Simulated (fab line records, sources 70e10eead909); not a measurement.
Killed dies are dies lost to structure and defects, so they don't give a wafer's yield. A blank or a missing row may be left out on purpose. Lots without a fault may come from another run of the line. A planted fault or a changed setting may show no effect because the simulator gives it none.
A struck lot beside a sound one | flow nand_harc | 13 steps out of a route of 1302
Sound: wafers L101.2, L101.3, L101.6. Struck: wafers L112.1, L112.2, L112.4. The cause comes at the end.
At each step with rows: each side's tool, then ch and its chambers, then its first start. Under that, the readings that differ: sound wafers | struck wafers | difference of the means | sigmas: that difference in standard deviations of wafers without a fault.
alike: readings whose means differ by less than 2 such deviations, and words and numbers that are the same on both sides. not compared: withheld readings, readings that some wafer has no value for, bounds like >300 that may hide the same value, and numbers for which the record gives no deviation and whose values overlap.
The two part at a step that has a row with sigmas, a row that says differs or no value, or rows on one side only. Numbers that don't overlap but have no deviation are shown without sigmas and don't part them. A reading that every wafer of one side lacks parts them only if that side has two wafers or more.

NHARC_A_CHANNEL_FILL_D2_ALD_03: deposits SiNx, target thk 6 nm, pulse time 60 s, ald cycles 58.
  sound on ald_sin_batch-02 ch 0; struck on ald_sin_batch-01 ch 0
  alike: precursor_pulse_height_rel
NHARC_A_CHANNEL_FILL_D2_ALD_14: deposits SiO2, target thk 2.5 nm, pulse time 10 s, ald cycles 25.
  sound on ald_hk-01 ch 1,2,3, day 14 20:59; struck on ald_hk-04 ch 0,1,3, day 19 20:53
  reading                    | sound             | struck            | difference | sigmas
  precursor_pulse_height_rel | 0.988 0.980 0.977 | 1.014 1.035 1.011 | +0.038     | +2
  alike: heater_power_outer_w, heater_power_w
then, 1 step without rows for these wafers: NHARC_A_CHANNEL_FILL_D2_ALD_15 (deposits SiNx, target thk 2 nm, pulse time 60 s, ald cycles 19).
NHARC_A_CHANNEL_FILL_D2_ALD_16: deposits SiO2, target thk 1.5 nm, pulse time 10 s, ald cycles 15.
  sound on ald_hk-01 ch 0,1,2, day 15 02:07; struck on ald_hk-01 ch 1,2,3, day 20 01:53
  alike: heater_power_outer_w, heater_power_w, precursor_pulse_height_rel
then, 3 steps without rows for these wafers: NHARC_A_CHANNEL_FILL_D2_ANNEAL_17 (time 1800 s); NHARC_A_CHANNEL_FILL_D2_CVD_18 (deposits poly-Si, target thk 3 nm); NHARC_A_CHANNEL_FILL_D2_ETCHBACK_19 (etches the open film in HBr/Cl2, target depth 5 nm, time 1.7 s).
NHARC_A_CHANNEL_FILL_D2_ETCHBACK_20: etches the open film in C4F8/O2/Ar, target depth 27 nm, time 13.5 s.
  sound on rie_diel-04 ch 0,1, day 15 13:25; struck on rie_diel-04 ch 0,2,3, day 20 13:23
  alike: chamber_pressure_mTorr, oes_product_au, rf_vpp_V
  not compared: rf_hours_counter_h
NHARC_A_CHANNEL_FILL_D2_STRIP_28: strips in O2, time 20 s.
  sound on rie_diel-04 ch 0,1,3, day 15 13:31; struck on rie_diel-04 ch 0,1,3, day 20 13:29
  alike: chamber_pressure_mTorr, drypump_motor_current_A, oes_product_au, rf_vpp_V, showerhead_plenum_p_Torr, throttle_valve_pct
  not compared: rf_hours_counter_h
then, 3 steps without rows for these wafers: NHARC_A_CHANNEL_FILL_D2_PRECLEAN_21 (cleans in dHF, time 30 s); NHARC_A_CHANNEL_FILL_D2_SRD_23; NHARC_A_CHANNEL_FILL_D2_CVD_05 (deposits poly-Si, target thk 5 nm).
NHARC_A_CHANNEL_FILL_D2_ANNEAL_22: time 7200 s.
  sound on furnace-05 ch 0, day 15 20:41; struck on furnace-08, day 20 21:08
  no value came back on the struck wafers for run_length_s (s), spike_tc_bottom_C (C), zone_power_centre_pct (%); on the sound wafers run_length_s (s) reads 7233 7233 7233

WHERE THEY PART
First at NHARC_A_CHANNEL_FILL_D2_ALD_14; last, within this record, at NHARC_A_CHANNEL_FILL_D2_ANNEAL_22.

WHY: what the simulator had put in
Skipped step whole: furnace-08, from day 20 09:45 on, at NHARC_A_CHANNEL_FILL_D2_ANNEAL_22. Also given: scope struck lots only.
